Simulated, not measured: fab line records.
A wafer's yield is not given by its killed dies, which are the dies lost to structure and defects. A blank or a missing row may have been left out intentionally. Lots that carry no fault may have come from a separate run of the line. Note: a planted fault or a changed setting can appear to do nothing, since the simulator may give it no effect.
Chamber matching :: flow n5_finfet :: rie_diel-05 running N5_BEOL_M14_ETCH_68: 4 sister chambers
The step etches SOC in N2/H2, time 450 s. 4 wafers are shown with their chamber, then 9 later ones without.

WAFERS WITH THEIR CHAMBER
wafer: L080.3
chamber: 3
throttle_valve_pct (%): 17.94

wafer: L087.1
chamber: 1
throttle_valve_pct (%): 18.13

wafer: L087.2
chamber: 2
throttle_valve_pct (%): 17.62

wafer: L087.6
chamber: 0
throttle_valve_pct (%): 17.50

WAFERS WHOSE CHAMBER IS MISSING
wafer: L090.3
throttle_valve_pct (%): 18.16

wafer: L090.4
throttle_valve_pct (%): 17.60

wafer: L090.5
throttle_valve_pct (%): 17.59

wafer: L091.2
throttle_valve_pct (%): 17.51

wafer: L091.4
throttle_valve_pct (%): 18.17

wafer: L091.6
throttle_valve_pct (%): 18.17

wafer: L096.3
throttle_valve_pct (%): 17.61

wafer: L096.4
throttle_valve_pct (%): 17.68

wafer: L096.5
throttle_valve_pct (%): 17.61

WHICH CHAMBER EACH ONE RAN IN
wafer: L090.3
from the rows above: 1
in truth: 1

wafer: L090.4
from the rows above: 2
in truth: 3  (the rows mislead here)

wafer: L090.5
from the rows above: can't be placed: 2 or 0
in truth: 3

wafer: L091.2
from the rows above: 0
in truth: 0

wafer: L091.4
from the rows above: 1
in truth: 1

wafer: L091.6
from the rows above: 1
in truth: 1

wafer: L096.3
from the rows above: 2
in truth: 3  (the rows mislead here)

wafer: L096.4
from the rows above: 2
in truth: 2

wafer: L096.5
from the rows above: 2
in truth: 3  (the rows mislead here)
5 of 9 placed correctly. From these rows, 1 cannot be placed; in 0 the true chamber is one of the candidates. Placed wrongly: 3.
How it was worked out, from the rows above alone: a wafer's distance from a chamber is the root of the sum, over the readings, of the square of ((its reading less the chamber's mean) divided by the reading's scatter). If the next closest chamber is less than 2 further off than the closest, the wafer can't be placed; otherwise it belongs to the closest. The mean given for a chamber averages the wafers shown for that chamber. The scatter: with one shown wafer a chamber, the root of the mean of the squares of how far each hidden wafer lies from its nearest shown one.
